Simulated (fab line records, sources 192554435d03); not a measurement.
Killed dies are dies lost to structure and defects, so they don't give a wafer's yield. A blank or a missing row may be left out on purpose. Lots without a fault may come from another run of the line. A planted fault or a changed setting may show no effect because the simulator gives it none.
Split-lot experiment | flow n5_finfet | 7 lots, 21 wafers read, on a route of 1938 steps

THE SPLIT
At N5_BEOL_M4_ILD_DEP_00 (deposits SiOC from DEMS/O2, target thk 79 nm, time 15.3 s), the setting time_s was moved away from the recipe's 15.3 s on 6 of the 21 wafers read, by -10.4% to +13.9%. The other wafers ran this setting at the recipe's value.

The file shows no step between the split and the reading.

THE READING
M4_ILD_THK, in nm, at N5_BEOL_M4_THK_MEAS_01. Fault-free wafers of this fab line usually give 78.4 nm, standard deviation 0.95 nm.

wafer  | tool, chamber at the split | time_s as run, s | against the recipe | M4_ILD_THK, nm | against lot-mates on the recipe
L074.1 | pecvd-02, 2                | 17.42            | +13.9%             | 87.9           | +10.4
L074.2 | pecvd-02, 1                | 15.3             | recipe             | 77.5           | -
L074.5 | pecvd-02, 1                | 17.42            | +13.9%             | 89.1           | +11.6
L078.1 | pecvd-02, 0                | 15.3             | recipe             | 77.3           | -
L078.3 | pecvd-02, 1                | 15.3             | recipe             | 77.5           | -
L078.4 | pecvd-02, 2                | 15.3             | recipe             | 79.2           | -
L079.1 | pecvd-02, 2                | 14.66            | -4.2%              | 75.1           | -2.9
L079.2 | pecvd-02, 0                | 15.3             | recipe             | 78.0           | -
L079.6 | pecvd-02, 0                | 14.66            | -4.2%              | 76.3           | -1.7
L080.4 | pecvd-03, 2                | 13.71            | -10.4%             | 71.0           | -9.3
L080.5 | pecvd-03, 0                | 15.3             | recipe             | 80.2           | -
L080.6 | pecvd-03, 1                | 15.3             | recipe             | 80.4           | -
L084.2 | pecvd-02, 0                | 15.3             | recipe             | 76.3           | -
L084.3 | pecvd-02, 1                | 15.3             | recipe             | 76.9           | -
L084.4 | pecvd-02, 0                | 15.3             | recipe             | 78.5           | -
L089.2 | pecvd-03, 0                | 15.3             | recipe             | 78.5           | -
L089.3 | pecvd-03, 1                | 16.4             | +7.2%              | 83.6           | +5.0
L089.4 | pecvd-03, 1                | 15.3             | recipe             | 78.7           | -
L091.1 | pecvd-01, 1                | 15.3             | recipe             | 77.3           | -
L091.2 | pecvd-01, 0                | 15.3             | recipe             | 76.0           | -
L091.6 | pecvd-01, 0                | 15.3             | recipe             | 77.4           | -

THE FIT
A straight line over all 21 wafers: M4_ILD_THK changes by +0.727 nm for each +1% of time_s; r = +0.96; the points scatter about the line by 1.2 nm.
The same after taking each lot's own level away (the mean of its wafers on the recipe; 21 wafers): +0.789 nm for each +1%; r = +0.98; scatter 0.77 nm.
On that fit, the largest move of time_s shifts the reading by 11 nm.
The lots' own levels span 76.90 to 80.30 nm, that is 3.6 times the standard deviation above.
So the lot-to-lot level changes the slope little: the two slopes agree.
Check: with one of the wafers moved furthest among these (+13.9%) left out of the fit, the line predicts +11.2 nm for it against its lot-mates. It came out at +10.4 nm against them.

OTHER SPLITS ON THESE WAFERS
These wafers also went through other splits before the reading. Each is held against what the fit with the lots' levels taken away leaves over:
other split on the same wafers | wafers away from the commonest value | r with M4_ILD_THK (lot level and that fit taken away)
N5_BEOL_M3_COAT_22 spin_rpm    | 7                                    | +0.20
N5_BEOL_M3_DEP_57 time_s       | 6                                    | +0.09

THE WHOLE CHAIN: every reading that the file lists as answering this split, in the file's order
step                   | what it does                                              | reading                                                                            | change (the file's fit)               | r (the file's)
N5_BEOL_M4_ILD_DEP_00  | deposits SiOC from DEMS/O2, target thk 79 nm, time 15.3 s | SiOC_of_BEOL_M4_ILD_DEP_00.thk_nm (the simulator's own value, which no gauge read) | +0.797 nm for each +1% of the setting | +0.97
N5_BEOL_M4_THK_MEAS_01 |                                                           | M4_ILD_THK                                                                         | +0.797 for each +1% of the setting    | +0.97

THE FILE'S OWN FIT
M4_ILD_THK changes by +0.797 nm for each +1% of time_s, r = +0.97.
